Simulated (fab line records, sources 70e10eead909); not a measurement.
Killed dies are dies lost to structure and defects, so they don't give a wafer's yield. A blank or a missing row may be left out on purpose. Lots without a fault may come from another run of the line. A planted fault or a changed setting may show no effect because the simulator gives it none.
Which tool did it? | flow nand_harc | 24 lots, 72 wafers sampled, at 4 steps of a route of 1302

WHAT THE GAUGES READ, wafer by wafer
NHARC_A_CONTACT_CD_MEAS_15.
lot  | measured     | on        | cd_nm (nm)
L074 | day 22 05:07 | cd_sem-03 | 190.2 189.5 190.6
L076 | day 22 20:49 | cd_sem-02 | 190.6 190.0 189.7
L075 | day 22 21:50 | cd_sem-01 | 189.2 189.8 189.5
L077 | day 23 19:58 | cd_sem-03 | 189.2 190.2 189.7
L079 | day 24 02:58 | cd_sem-01 | 189.0 189.2 189.8
L078 | day 24 06:44 | cd_sem-01 | 190.8 190.6 191.3
L082 | day 25 04:00 | cd_sem-03 | 190.2 190.5 189.7
L081 | day 25 07:32 | cd_sem-03 | 189.6 191.2 191.1
L080 | day 25 10:40 | cd_sem-01 | 189.8 190.3 189.4
L084 | day 26 10:37 | cd_sem-03 | 190.0 190.6 190.6
L083 | day 26 15:10 | cd_sem-02 | 189.8 190.4 189.1
L085 | day 26 17:44 | cd_sem-02 | 189.8 189.5 190.0
L086 | day 27 05:06 | cd_sem-02 | 190.2 189.7 190.4
L087 | day 27 18:03 | cd_sem-01 | 190.5 189.9 190.9
L088 | day 28 10:13 | cd_sem-02 | 189.7 190.0 189.4
L089 | day 28 12:34 | cd_sem-01 | 189.7 190.1 189.7
L091 | day 29 08:43 | cd_sem-01 | 189.3 189.2 190.6
L090 | day 29 08:58 | cd_sem-01 | 190.6 191.1 189.9
L092 | day 29 12:46 | cd_sem-03 | 190.4 191.4 191.4
L093 | day 30 01:56 | cd_sem-02 | 191.0 190.3 189.7
L094 | day 30 10:46 | cd_sem-02 | 190.5 190.1 190.7
L095 | day 31 07:51 | cd_sem-03 | 190.9 191.5 191.8
L096 | day 31 09:35 | cd_sem-01 | 189.3 190.6 189.1
L097 | day 32 07:29 | cd_sem-01 | 189.0 191.1 190.8

NHARC_A_BLC_CD_MEAS_19.
lot  | measured     | on        | cd_nm (nm)
L074 | day 22 09:13 | cd_sem-01 | 101.9 101.3 105.3
L076 | day 23 00:59 | cd_sem-02 | 101.4 101.5 105.5
L075 | day 23 02:02 | cd_sem-03 | 103.7 100.1 102.7
L077 | day 24 00:04 | cd_sem-01 | 102.0 99.3 103.0
L079 | day 24 07:04 | cd_sem-03 | 99.9 99.5 100.2
L078 | day 24 11:04 | cd_sem-02 | 99.3 100.3 100.4
L082 | day 25 08:28 | cd_sem-01 | 101.8 100.2 99.7
L081 | day 25 12:27 | cd_sem-02 | 99.2 99.3 98.2
L080 | day 25 15:34 | cd_sem-03 | 99.3 95.7 98.2
L084 | day 26 14:35 | cd_sem-02 | 96.6 95.7 99.7
L083 | day 26 19:16 | cd_sem-03 | 97.4 97.6 96.5
L085 | day 26 21:49 | cd_sem-01 | 101.3 103.3 100.7
L086 | day 27 09:16 | cd_sem-03 | 97.8 97.2 100.4
L087 | day 27 22:19 | cd_sem-01 | 102.8 96.4 98.1
L088 | day 28 14:23 | cd_sem-01 | 100.9 104.2 99.3
L089 | day 28 16:50 | cd_sem-02 | 104.8 102.3 97.9
L091 | day 29 12:46 | cd_sem-02 | 95.3 95.1 96.2
L090 | day 29 13:05 | cd_sem-01 | 103.2 99.9 100.3
L092 | day 29 16:43 | cd_sem-03 | 101.2 101.2 102.9
L093 | day 30 06:13 | cd_sem-01 | 95.5 95.9 99.2
L094 | day 30 14:55 | cd_sem-03 | 97.7 93.6 99.0
L095 | day 31 11:48 | cd_sem-03 | 99.5 99.9 104.4
L096 | day 31 13:40 | cd_sem-01 | 95.6 104.2 100.6
L097 | day 32 12:33 | cd_sem-02 | 102.8 100.2 99.1

WHICH TOOL RAN EACH LOT (tool, then ch and the chambers of the sampled wafers, then the start)
lot  | NHARC_A_CONTACT_ETCH_110           | NHARC_A_CONTACT_CVD_19
L074 | rie_diel-06 ch 0,2,3, day 22 05:25 | cvd_w-02 ch 0,1, day 22 09:13 or earlier
L076 | rie_diel-06 ch 0,1,3, day 22 21:08 | cvd_w-01 ch 0,1, day 23 00:59 or earlier
L075 | rie_diel-01 ch 0,1,3, day 22 22:12 | cvd_w-02 ch 0,1, day 23 02:02 or earlier
L077 | rie_diel-06 ch 1,3, day 23 20:16   | cvd_w-02 ch 0,1, day 24 00:04 or earlier
L079 | rie_diel-01 ch 1,3, day 24 03:16   | cvd_w-02 ch 0,1, day 24 07:04 or earlier
L078 | rie_diel-06 ch 1,2, day 24 07:04   | cvd_w-01 ch 0,1, day 24 11:04 or earlier
L082 | rie_diel-06 ch 0,1, day 25 04:39   | cvd_w-02 ch 0,1, day 25 08:28 or earlier
L081 | rie_diel-01 ch 0,3, day 25 07:53   | cvd_w-01 ch 0, day 25 12:27 or earlier
L080 | rie_diel-01 ch 1,3, day 25 11:00   | cvd_w-01 ch 0, day 25 15:34 or earlier
L084 | rie_diel-01 ch 1,2,3, day 26 10:55 | cvd_w-02 ch 0,1, day 26 14:35 or earlier
L083 | rie_diel-13 ch 0,1, day 26 15:28   | cvd_w-02 ch 1, day 26 19:16 or earlier
L085 | rie_diel-06 ch 0,1,2, day 26 18:02 | cvd_w-01 ch 1, day 26 21:49 or earlier
L086 | rie_diel-06 ch 0,2,3, day 27 05:23 | cvd_w-02 ch 0,1, day 27 09:16 or earlier
L087 | rie_diel-06 ch 2,3, day 27 18:22   | cvd_w-01 ch 0,1, day 27 22:19 or earlier
L088 | rie_diel-06 ch 0,2,3, day 28 10:31 | cvd_w-01 ch 0,1, day 28 14:23 or earlier
L089 | rie_diel-13 ch 1,2,3, day 28 12:52 | cvd_w-01 ch 0,1, day 28 16:50 or earlier
L091 | rie_diel-01 ch 0,3, day 29 09:03   | cvd_w-02 ch 0,1, day 29 12:46 or earlier
L090 | rie_diel-06 ch 0,2,3, day 29 09:15 | cvd_w-01 ch 0,1, day 29 13:05 or earlier
L092 | rie_diel-06 ch 0,2,3, day 29 13:04 | cvd_w-01 ch 0,1, day 29 16:43 or earlier
L093 | rie_diel-06 ch 0,1,3, day 30 02:14 | cvd_w-01 ch 0,1, day 30 06:13 or earlier
L094 | rie_diel-01 ch 0,1, day 30 11:08   | cvd_w-01 ch 0,1, day 30 14:55 or earlier
L095 | rie_diel-06 ch 0,1, day 31 08:08   | cvd_w-02 ch 0, day 31 11:48 or earlier
L096 | rie_diel-06 ch 0,2,3, day 31 09:53 | cvd_w-02 ch 0,1, day 31 13:40 or earlier
L097 | rie_diel-06 ch 0,2,3, day 32 08:33 | cvd_w-01 ch 0,1, day 32 12:33 or earlier
- NHARC_A_CONTACT_ETCH_110: etches the open film in CF4/O2, target depth 60 nm, overetch 6 nm, time 33 s.
- NHARC_A_CONTACT_CVD_19: deposits W, target thk 300 nm, time 802 s.

WHAT THE TOOLS THEMSELVES READ (means of the sampled wafers that have a number; where no wafer has one, the mark that the record gives instead)
NHARC_A_CONTACT_ETCH_110.
lot  | tool        | drypump_motor_current_A (A) | oes_product_au (a.u.) | rf_vpp_V (V) | showerhead_plenum_p_Torr (Torr) | throttle_valve_pct (%)
L074 | rie_diel-06 | 5.7                         | 1.004                 | 197.0        | 1.31                            | 13.392
L076 | rie_diel-06 | 5.9                         | 1.005                 | 198.5        | 1.36                            | 13.404
L075 | rie_diel-01 | 5.6                         | 1.008                 | 197.0        | 1.30                            | 13.397
L077 | rie_diel-06 | 6.3                         | 1.006                 | 199.7        | 1.39                            | 13.398
L079 | rie_diel-01 | 5.1                         | 0.985                 | 197.0        | 1.31                            | 13.392
L078 | rie_diel-06 | 6.0                         | 1.002                 | 197.9        | 1.35                            | 13.405
L082 | rie_diel-06 | 5.4                         | 0.989                 | 198.5        | 1.35                            | 13.397
L081 | rie_diel-01 | 5.8                         | 1.035                 | 196.8        | 1.29                            | 13.395
L080 | rie_diel-01 | 5.3                         | 1.025                 | 197.0        | 1.30                            | 13.396
L084 | rie_diel-01 | 5.2                         | 1.008                 | 198.1        | 1.31                            | 13.405
L083 | rie_diel-13 | 5.6                         | 1.003                 | 196.9        | 1.30                            | 13.393
L085 | rie_diel-06 | 5.6                         | 0.993                 | 197.3        | 1.32                            | 13.393
L086 | rie_diel-06 | 5.7                         | 0.999                 | 198.1        | 1.31                            | 13.397
L087 | rie_diel-06 | 5.9                         | 1.000                 | 196.9        | 1.29                            | 13.399
L088 | rie_diel-06 | 5.7                         | 0.996                 | 197.3        | 1.31                            | 13.399
L089 | rie_diel-13 | 5.9                         | 0.988                 | 197.2        | 1.29                            | 13.403
L091 | rie_diel-01 | 6.1                         | 1.028                 | 196.9        | 1.28                            | 13.394
L090 | rie_diel-06 | 5.7                         | 0.997                 | 198.0        | 1.31                            | 13.409
L092 | rie_diel-06 | 5.7                         | 0.995                 | 196.3        | 1.31                            | 13.401
L093 | rie_diel-06 | 5.9                         | 0.988                 | 197.8        | 1.35                            | 13.390
L094 | rie_diel-01 | 5.3                         | 1.008                 | 197.5        | 1.29                            | 13.403
L095 | rie_diel-06 | 5.8                         | 0.993                 | 198.1        | 1.37                            | 13.395
L096 | rie_diel-06 | 5.7                         | 0.996                 | 197.6        | 1.31                            | 13.402
L097 | rie_diel-06 | 5.7                         | 0.999                 | 197.0        | 1.30                            | 13.402

NHARC_A_CONTACT_CVD_19.
lot  | tool     | heater_power_w (W) | throttle_valve_pct (%)
L074 | cvd_w-02 | 463                | 7.8
L076 | cvd_w-01 | 462                | 8.3
L075 | cvd_w-02 | 454                | 7.8
L077 | cvd_w-02 | 463                | 7.9
L079 | cvd_w-02 | 463                | 7.4
L078 | cvd_w-01 | 482                | 8.0
L082 | cvd_w-02 | 461                | 7.8
L081 | cvd_w-01 | 495                | 8.3
L080 | cvd_w-01 | 486                | 8.3
L084 | cvd_w-02 | 468                | 7.5
L083 | cvd_w-02 | 459                | 8.2
L085 | cvd_w-01 | 466                | 7.6
L086 | cvd_w-02 | 468                | 7.6
L087 | cvd_w-01 | 480                | 8.2
L088 | cvd_w-01 | 485                | 8.1
L089 | cvd_w-01 | 475                | 7.9
L091 | cvd_w-02 | 450                | 7.5
L090 | cvd_w-01 | 485                | 8.0
L092 | cvd_w-01 | 483                | 8.0
L093 | cvd_w-01 | 477                | 7.9
L094 | cvd_w-01 | 490                | 8.1
L095 | cvd_w-02 | 462                | 7.3
L096 | cvd_w-02 | 453                | 7.6
L097 | cvd_w-01 | 464                | 7.7

THE ANSWER, worked out from the rows above alone
Rule: what is usual is taken from the lots themselves. Put in order of their means at a reading, lots are off if they are a third of the lots or fewer, leave a main group of 4 or more, and stand apart from it by a gap of 3 or more times the standard deviation of the main group's means; of several such gaps the widest counts. A main group whose means are all the same, to the digits that the tables above print for the reading, isn't used. A lot without any number at a reading at which 4 lots or more have one is off too. The other lots that the step has rows for count as sound. The gauges are gone through in route order, then the tools' own readings, and for those a lot's mean is taken as printed above. The first step at which some lot is off is used, and at that step the reading that is off furthest; a lot without a number counts as furthest.
No lot is off at any reading shown: from this, nothing can be told.

WHAT THE SIMULATOR HAD PUT IN
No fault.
